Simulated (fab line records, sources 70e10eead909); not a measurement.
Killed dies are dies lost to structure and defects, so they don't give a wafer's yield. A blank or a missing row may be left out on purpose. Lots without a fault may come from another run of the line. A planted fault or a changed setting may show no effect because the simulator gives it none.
A struck lot beside a sound one | flow nand_harc | 15 steps out of a route of 1159
Sound: wafers L138.3, L138.4, L138.6. Struck: wafers L144.4, L144.5, L144.6. The cause comes at the end.
At each step with rows: each side's tool, then ch and its chambers, then its first start. Under that, the readings that differ: sound wafers | struck wafers | difference of the means | sigmas: that difference in standard deviations of wafers without a fault.
alike: readings whose means differ by less than 2 such deviations, and words and numbers that are the same on both sides. not compared: withheld readings, readings that some wafer has no value for, bounds like >300 that may hide the same value, and numbers for which the record gives no deviation and whose values overlap.
The two part at a step that has a row with sigmas, a row that says differs or no value, or rows on one side only. Numbers that don't overlap but have no deviation are shown without sigmas and don't part them. A reading that every wafer of one side lacks parts them only if that side has two wafers or more.

first, 2 steps without rows for these wafers: NHARC_A_CONTACT_STRIP_100 (strips in CF4/CHF3); NHARC_A_CONTACT_STRIP_101 (strips in O2/COS).
NHARC_A_CONTACT_ETCH_102: etches the open film in CF4/O2, target depth 70 nm, overetch 7 nm, time 38.5 s.
  sound on rie_diel-08 ch 2,3, day 18 01:44; struck on rie_diel-11 ch 0,1,2, day 19 10:15
  alike: drypump_motor_current_A, oes_product_au, rf_fwd_power_W, rf_vpp_V, showerhead_plenum_p_Torr, throttle_valve_pct
  not compared: rf_hours_counter_h
NHARC_A_CONTACT_STRIP_55: strips in O2.
  sound on rie_diel-08 ch 0,1,2; struck on rie_diel-11 ch 0,1
  alike: drypump_motor_current_A, oes_product_au, rf_vpp_V, showerhead_plenum_p_Torr, throttle_valve_pct
  not compared: rf_hours_counter_h
then, 1 step without rows for these wafers: NHARC_A_CONTACT_STRIP_56 (strips in post etch residue remover, time 600 s).
NHARC_A_CONTACT_DEP_57: deposits aC, target thk 2800 nm.
  sound on acl_dep-01 ch 0, day 18 06:57; struck on acl_dep-02 ch 0, day 19 11:56
  alike: throttle_valve_pct
NHARC_A_CONTACT_DEP_58: deposits SiON, target thk 60 nm.
  sound on pecvd-01 ch 0,1,2, day 18 08:07; struck on pecvd-01 ch 0,1,2, day 19 12:54
  alike: chamber_pressure_Torr, heater_power_w, rf_fwd_power_W
then, 5 steps without rows for these wafers: NHARC_A_CONTACT_DEHYDRATE_59 (time 120 s); NHARC_A_CONTACT_HMDS_60 (time 30 s); NHARC_A_CONTACT_COAT_61 (time 75 s); NHARC_A_CONTACT_COAT_62 (time 65 s); NHARC_A_CONTACT_COAT_63 (resist thk 90 nm).
NHARC_A_CONTACT_SOFTBAKE_64: time 55 s.
  sound on litho_track-01 ch 0, day 18 08:00; struck on litho_track-06 ch 0, day 19 13:00
  reading                  | sound                | struck               | difference | sigmas
  heater_power_total_W (W) | 188.32 188.42 188.41 | 323.00 323.09 323.02 | +134.65    | +99 or more
then, 1 step without rows for these wafers: NHARC_A_CONTACT_EBR_65.
-- the record jumps here: 3 days lie between the struck wafers' starts before and after (it left off in module A_CONTACT and takes up again in module END, whose first step shown is number 1159 of the route) --
NHARC_END_SORT_01:
  the record has rows for the struck wafers here (prober-02 ch 0, day 22 08:04) and none for the sound ones

WHERE THEY PART
First at NHARC_A_CONTACT_SOFTBAKE_64; last, within this record, at NHARC_END_SORT_01.

WHY: what the simulator had put in
Process parameter drift: litho_track-06, from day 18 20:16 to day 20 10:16, at NHARC_A_CONTACT_SOFTBAKE_64. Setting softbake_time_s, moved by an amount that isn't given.
